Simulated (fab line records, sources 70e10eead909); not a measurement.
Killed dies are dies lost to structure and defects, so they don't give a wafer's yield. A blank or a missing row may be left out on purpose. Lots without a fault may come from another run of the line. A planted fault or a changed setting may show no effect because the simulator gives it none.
fab line records | flow nand_harc
record lots=12 wafers=36 last_day=25
route steps=1159 shown A_SLIT@781 A_WL_FILL@825 A_CONTACT@840
lots that met no fault: from a run of the same line without faults
start_h: hours from the record's first day to the start of the lot's first wafer shown | wait_h: hours since the lot's step before | " the same as in the row above | L1.1+2: a row that stands for several wafers | - no value, or no start given | * or withheld: withheld | < > ~ a bound
route shown NAME@n: a module of which the file shows steps, and the number in the route of the first | usual: mean/standard deviation of fault-free wafers | same: alike in all rows | chamber/n: place in a boat | sites: the reading at each site | _std_site: their standard deviation | _edge_site: outer sites' mean less inner sites' | radius_mm: how far each site lies from the wafer's centre | mask NAME#n: copy n | behind: the tool/chamber that last shaped the wafer | hold: why the lot was held/for how many hours/how that ended | device: the transistor (n, p or np) that didn't switch | end of line: the same wafers' tests at the end of the route | a step without rows: its recipe alone | killed: dies lost to structure and defects at the first sort, not the wafer's yield | map: a wafer's dies, x killed, . not, _ none there
set.NAME: the setting as run; set.NAME@STEP: as run at that earlier step | model.NAME: the simulator's own value behind a step, which no gauge read
steps of the route over a sample of lots; a table a step, a row a wafer
services: from which hour (start_h, from the record's first day; less than 0 if before it) a tool's chamber was out of use, for how many hours, and why
## steps
# step NHARC_A_SLIT_DEP_23
# recipe target_thk_a=1000 target_thk_nm=100 temp_c=400 pressure_torr=3.5 flow_sccm=200 rf_w=350 material=SiON
# usual heater_power_outer_w=448/54 heater_power_w=741/86 susceptor_temp_C=400.00/0.23
# columns lot.wafer tool chamber start_h wait_h heater_power_outer_w heater_power_w susceptor_temp_C
L316.1 pecvd-03 0 340.50 1.6 382 636 400.31
L316.6 " 0 " " 377 625 400.14
L316.4 " 1 " " 480 755 399.57
L325.3 pecvd-02 2 397.61 1.0 557 892 399.76
L325.6 " 0 " " 395 655 400.30
L325.5 " 1 " " 424 672 400.35
L326.1 pecvd-03 0 405.87 1.7 417 676 400.32
L326.3 " 1 " " 446 757 399.98
L326.6 " 2 " " 523 887 400.09
L323.1 pecvd-01 1 407.23 1.6 403 697 400.11
L323.6 " 2 " " 437 749 400.24
L323.5 " 0 " " 420 664 399.96
L327.2 pecvd-03 0 421.87 1.3 387 655 400.29
L327.1 " 1 " " 500 843 399.99
L327.6 " 2 " " 509 881 399.89
L330.6 pecvd-02 1 422.11 0.1 426 656 400.00
L330.4 " 2 " " 529 846 400.09
L330.5 " 0 " " 321 559 399.81
L328.3 pecvd-03 0 422.59 1.0 349 596 399.91
L328.1 " 2 " " 449 787 400.33
L328.4 " 2 " " 446 828 400.48
L329.2 pecvd-02 1 423.83 1.3 475 732 399.92
L329.4 " 1 " " 483 721 399.99
L329.5 " 0 " " 415 669 400.32
L331.4 pecvd-01 2 459.34 0.8 447 779 399.91
L331.3 " 0 " " 433 691 400.18
L331.5 " 0 " " 442 684 400.09
L334.1 pecvd-01 0 459.63 1.7 441 691 399.94
L334.6 " 2 " " 463 770 400.30
L334.5 " 0 " " 454 687 400.28
L332.1 pecvd-03 1 459.67 1.7 486 797 399.50
L332.2 " 2 " " 420 746 399.83
L332.4 " 0 " " 349 590 400.15
L333.3 pecvd-02 1 461.26 1.0 421 662 400.75
L333.5 " 2 " " 519 828 399.97
L333.6 " 0 " " 421 668 399.80
# step NHARC_A_SLIT_ETCH_26
# recipe bias_v=400 source_w=2000 pressure_mtorr=25 time_s=90 ar_flow_sccm=375 c4f8_flow_sccm=41.7 o2_flow_sccm=83.3 target_depth_a=4000 chemistry=C4F8/O2/Ar
# usual drypump_motor_current_A=5.8/0.4 showerhead_plenum_p_Torr=3.70/0.11 throttle_valve_pct=27.619/0.0094
# columns lot.wafer tool chamber start_h wait_h drypump_motor_current_A rf_hours_counter_h showerhead_plenum_p_Torr throttle_valve_pct
L316.1 har_etch-02 0 345.46 1.2 6.0 181 3.82 27.621
L316.4 " 1 " " 6.1 - 3.59 27.608
L316.6 " 0 " " 6.0 - 3.82 27.621
L325.3 har_etch-01 0 400.92 0.8 5.4 - 3.81 27.601
L325.6 " 0 " " 5.4 - 3.81 27.619
L325.5 " 1 " " 5.2 - 3.60 27.616
L326.1 har_etch-01 0 408.85 1.2 5.4 43 3.81 27.632
L326.3 " 0 " " 5.4 - 3.81 27.615
L326.6 " 1 " " 5.2 - 3.60 27.623
L323.1 har_etch-02 0 410.41 1.0 6.0 211 3.80 27.628
L323.6 " 1 " " 6.2 - 3.57 27.616
L323.5 " 0 " " 6.0 - 3.80 27.618
L327.1 har_etch-02 0 424.98 1.2 6.0 212 3.80 27.617
L327.2 " 1 " " 6.2 212 3.57 27.621
L327.6 " 0 " " 6.0 - 3.80 27.614
L330.4 har_etch-01 1 425.25 0.6 5.2 - 3.59 27.634
L330.6 " 0 " " 5.4 - 3.81 27.623
L330.5 " 1 " " 5.2 - 3.59 27.603
L328.1 har_etch-02 0 426.70 1.0 6.0 214 3.80 27.602
L328.3 " 1 " " 6.2 - 3.57 27.610
L328.4 " 0 " " 6.0 - 3.80 27.623
L329.2 har_etch-01 0 426.84 1.2 5.4 50 3.81 27.621
L329.4 " 0 " " 5.4 - 3.81 27.628
L329.5 " 0 " " 5.4 - 3.81 27.616
L331.3 har_etch-01 0 462.39 0.8 5.4 - 3.80 27.625
L331.4 " 1 " " 5.2 - 3.59 27.627
L331.5 " 1 " " 5.2 - 3.59 27.611
L332.1 har_etch-01 0 463.97 1.2 5.4 64 3.80 27.635
L332.2 " 1 " " 5.3 64 3.58 27.606
L332.4 " 1 " " 5.3 - 3.59 27.620
L334.1 har_etch-02 0 465.44 1.0 6.0 231 3.79 27.625
L334.5 " 1 " " 6.2 - 3.56 27.625
L334.6 " 0 " " 6.0 - 3.79 27.617
L333.3 har_etch-01 0 465.73 0.8 5.4 - 3.80 27.608
L333.5 " 0 " " 5.4 - 3.80 27.636
L333.6 " 1 " " 5.2 - 3.58 27.631
# step NHARC_A_WL_FILL_ETCHBACK_17
# recipe target_depth_a=40 time_s=26.7 chemistry=Cl2/BCl3
# usual drypump_motor_current_A=5.48/0.29 oes_product_au=1.003/0.013
# columns lot.wafer tool chamber start_h wait_h drypump_motor_current_A oes_product_au rf_hours_counter_h
L316.1 rie_metal-01 1 367.45 - 5.52 0.801 0.9
L316.4 " 0 " " 5.62 0.975 -
L316.6 " 0 " " 5.63 0.797 -
L325.3 rie_metal-03 1 424.59 - 5.57 1.026 -
L325.6 " 1 " " 5.58 1.034 -
L325.5 " 0 " " 4.88 1.009 -
L323.1 rie_metal-02 1 434.97 - 5.80 1.000 0.6
L323.5 " 0 " " 5.51 1.004 -
L323.6 " 1 " " 5.80 0.997 -
L326.1 rie_metal-03 1 434.98 - 5.59 1.031 4.1
L326.3 " 1 " " 5.55 1.024 -
L326.6 " 0 " " 4.86 1.001 -
L327.1 rie_metal-02 0 450.46 - 5.49 1.002 1.3
L327.2 " 1 " " 5.81 0.999 1.3
L327.6 " 0 " " 5.50 0.990 -
L328.1 rie_metal-03 1 450.48 - 5.56 1.043 4.8
L328.4 " 1 " " 5.56 1.035 -
L328.3 " 0 " " 4.86 1.013 -
L330.4 rie_metal-01 0 453.67 - 5.63 0.999 -
L330.5 " 1 " " 5.53 0.991 -
L330.6 " 0 " " 5.62 0.990 -
L329.2 rie_metal-02 0 454.82 - 5.50 0.996 1.4
L329.4 " 1 " " 5.80 0.996 -
L329.5 " 1 " " 5.78 1.005 -
L331.4 rie_metal-02 1 485.95 - 5.84 1.007 -
L331.3 " 0 " " 5.50 1.005 -
L331.5 " 1 " " 5.81 1.003 -
L332.2 rie_metal-03 1 488.68 - 5.63 1.013 0.9
L332.1 " 0 " " 4.89 1.021 0.9
L332.4 " 1 " " 5.60 1.011 -
L334.1 rie_metal-02 0 489.46 - 5.50 0.997 2.2
L334.6 " 1 " " 5.81 1.003 -
L334.5 " 0 " " 5.50 0.995 -
L333.3 rie_metal-01 1 490.20 - 5.54 1.005 -
L333.5 " 1 " " 5.54 1.003 -
L333.6 " 0 " " 5.62 1.007 -
# step NHARC_A_CONTACT_DEP_24
# recipe target_thk_a=5000 temp_c=400 pressure_torr=6.5 rf_w=900 teos_flow_sccm=161.4 flow_sccm=2650 target_thk_nm=500 gas=O2 material=SiO2
# usual heater_power_outer_w=311/72 heater_power_w=556/110 susceptor_temp_C=400.01/0.22 throttle_valve_pct=15.8/0.33
# columns lot.wafer tool chamber start_h wait_h heater_power_outer_w heater_power_w susceptor_temp_C throttle_valve_pct
L316.1 pecvd-02 0 380.37 0.2 255 474 399.56 15.5
L316.4 " 0 " " 259 483 399.67 15.1
L316.6 " 2 " " 375 634 400.00 15.7
L325.3 pecvd-02 0 435.46 0.1 221 427 400.34 15.5
L325.5 " 0 " " 236 445 400.30 15.1
L325.6 " 1 " " 261 466 399.82 16.0
L323.1 pecvd-03 0 449.88 0.1 263 463 400.01 15.8
L323.5 " 2 " " 399 699 400.59 15.9
L323.6 " 1 " " 342 624 399.85 16.3
L326.1 pecvd-02 1 449.91 0.1 351 554 399.80 15.7
L326.3 " 2 " " 428 712 399.75 16.1
L326.6 " 0 " " 252 470 400.26 15.5
L328.3 pecvd-02 1 461.49 0.1 372 581 400.03 15.8
L328.1 " 2 " " 463 722 399.82 16.0
L328.4 " 2 " " 326 580 399.92 16.1
L327.2 pecvd-03 1 461.60 0.1 258 494 399.63 16.3
L327.1 " 2 " " 269 557 400.03 15.9
L327.6 " 2 " " 304 614 400.00 16.1
L329.2 pecvd-03 0 466.59 0.2 273 490 400.23 15.8
L329.4 " 1 " " 356 634 400.13 16.4
L329.5 " 2 " " 340 624 400.09 16.0
L330.5 pecvd-04 1 466.73 0.2 245 469 400.31 15.3
L330.6 " 2 " " 213 472 400.06 16.3
L330.4 " 0 " " 386 692 399.93 15.8
L331.3 pecvd-02 2 499.15 0.1 435 711 399.86 15.9
L331.4 " 2 " " 452 743 399.68 16.0
L331.5 " 0 " " 214 418 400.02 15.6
L332.1 pecvd-02 2 503.46 0.1 442 744 400.00 16.3
L332.2 " 0 " " 211 409 399.74 15.7
L332.4 " 2 " " 448 756 399.64 15.9
L333.3 pecvd-02 1 504.40 0.1 334 560 400.01 16.1
L333.6 " 1 " " 351 547 400.38 15.9
L333.5 " 0 " " 213 426 400.27 15.3
L334.1 pecvd-03 0 507.66 0.1 259 463 399.64 15.4
L334.5 " 0 " " 258 478 399.96 15.2
L334.6 " 2 " " 346 640 399.90 15.6
## services
# columns tool chamber start_h hours kind
pecvd-02 - 322.65 1.5 repair
pecvd-04 1 327.35 8.2 repair
rie_metal-01 - 332.00 9.0 pm
pecvd-02 - 334.24 13.0 pm
pecvd-02 0 334.24 13.0 vent_cycle
pecvd-02 1 334.24 13.0 vent_cycle
pecvd-02 2 334.24 13.0 vent_cycle
pecvd-02 0 347.24 - clean
pecvd-02 1 347.24 - clean
pecvd-02 2 347.24 - clean
pecvd-04 - 376.18 13.0 pm
rie_metal-02 - 388.00 9.0 pm
pecvd-01 - 418.61 13.0 pm
pecvd-04 - 435.24 1.0 repair
pecvd-01 1 444.23 15.7 repair
rie_metal-03 - 453.00 9.0 pm
pecvd-03 - 460.10 1.2 repair
pecvd-03 - 473.28 13.0 pm
pecvd-03 0 473.28 13.0 vent_cycle
pecvd-03 1 473.28 13.0 vent_cycle
pecvd-03 2 473.28 13.0 vent_cycle
pecvd-03 0 486.28 - clean
pecvd-03 1 486.28 - clean
pecvd-03 2 486.28 - clean
## key
first_sign step=NHARC_A_WL_FILL_ETCHBACK_17 reading=oes_product_au direction=down sigmas=16 usual=1.003 struck=0.799
effect none on later readings
met_at NHARC_A_WL_FILL_ETCHBACK_17
struck_lots L316
struck_wafers L316.1,L316.6
tester_left_out L316
not_acting_at NHARC_A_SLIT_DEP_23,NHARC_A_SLIT_ETCH_26,NHARC_A_CONTACT_DEP_24
fault kind=process_parameter_drift tool=rie_metal-01 chamber=- onset_h=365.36 steps=NHARC_A_WL_FILL_ETCHBACK_17 channel=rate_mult offset=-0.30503 shape=step end_h=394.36 scope=struck_wafers_only
# tester_left_out: of these lots the tester's yield and bins aren't shown, on N5 and GAA mostly nor the transistor test; their killed dies are dies lost to structure and defects alone, not to doping, threshold or leakage, so they don't give the yield
